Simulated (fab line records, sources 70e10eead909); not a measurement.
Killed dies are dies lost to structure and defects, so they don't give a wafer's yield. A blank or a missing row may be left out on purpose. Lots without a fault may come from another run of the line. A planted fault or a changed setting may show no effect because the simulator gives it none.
Chamber matching | flow nand_harc | NHARC_A_STAIRCASE_DESCUM_270 on rie_diel-02: 4 sister chambers
The step chemistry O2, time 3 s. 4 wafers are shown with their chamber, then 7 later ones without.

WAFERS WITH THEIR CHAMBER
wafer  | chamber | showerhead_plenum_p_Torr (Torr)
L077.5 | 1       | 1.80
L083.3 | 2       | 2.02
L084.1 | 3       | 1.90
L084.5 | 0       | 2.05

WAFERS WITHOUT THEIR CHAMBER
wafer  | showerhead_plenum_p_Torr (Torr)
L084.6 | 1.90
L087.1 | 1.90
L087.5 | 2.05
L087.6 | 1.90
L095.3 | 1.78
L095.4 | 1.89
L095.5 | 2.01

WHICH CHAMBER EACH WENT THROUGH
wafer  | from the rows above | in truth
L084.6 | 3                   | 3
L087.1 | 3                   | 3
L087.5 | 0                   | 0
L087.6 | 3                   | 3
L095.3 | 1                   | 1
L095.4 | 3                   | 3
L095.5 | 2                   | 2
Placed correctly: 7 of 7. Can't be placed from these rows: 0. Placed wrongly: 0.
How it was worked out, from the rows above alone: a wafer's distance from a chamber is the root of the sum, over the readings, of the square of ((its reading less the chamber's mean) divided by the reading's scatter). The wafer belongs to the nearest chamber; if the next one is less than 2 further off, it can't be placed. A chamber's mean is the mean of its shown wafers. The scatter: with one shown wafer a chamber, the root of the mean of the squares of how far each hidden wafer lies from its nearest shown one.
